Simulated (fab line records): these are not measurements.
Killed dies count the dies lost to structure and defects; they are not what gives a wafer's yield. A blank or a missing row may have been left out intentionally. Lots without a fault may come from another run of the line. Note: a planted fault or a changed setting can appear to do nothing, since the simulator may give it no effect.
Which tool was responsible?	flow n5 finfet	36 wafers sampled from 12 lots at 1 step of a route of 1938

== WHAT THE GAUGES READ, wafer by wafer ==
N5_SD_EPI_P_INSPECT_26: inspects for defects (darkfield).
lot	measured	on	raw defect count
L075	day 3 14:26	defect inspect-02	198 229 194
L077	day 4 03:54	defect inspect-01	156 168 174
L079	day 4 14:58	defect inspect-02	175 156 191
L081	day 5 03:27	defect inspect-02	191 203 210
L083	day 5 17:36	defect inspect-02	145 116 170
L085	day 6 05:07	defect inspect-02	159 166 146
L087	day 6 18:30	defect inspect-02	134 120 137
L089	day 7 05:26	defect inspect-01	174 166 159
L091	day 7 15:29	defect inspect-02	155 222 138
L093	day 8 03:50	defect inspect-02	243 208 176
L095	day 8 15:49	defect inspect-02	152 150 186
L097	day 9 03:33	defect inspect-02	123 155 174

== TOOL THAT RAN EACH LOT (tool first, then ch and the chambers of the sampled wafers, then the start) ==
The record holds no process step before these readings.

== THE ANSWER, worked out from the rows above alone ==
Rule: usual is defined by the lots themselves. Put in order of their means at a reading, lots are off if they are a third of the lots or fewer, leave a main group of 4 or more, and stand apart from it by a gap of 3 or more times the standard deviation of the main group's means; of several such gaps the widest counts. Not used: any main group whose means are identical at the precision the tables above print for the reading. Also off: a lot with no number at a reading for which 4 or more lots have one. Where the step has rows for the other lots, those lots are counted as sound.
No lot is off on any of the readings shown, so nothing can be concluded from this.

== WHAT THE SIMULATOR HAD PUT IN ==
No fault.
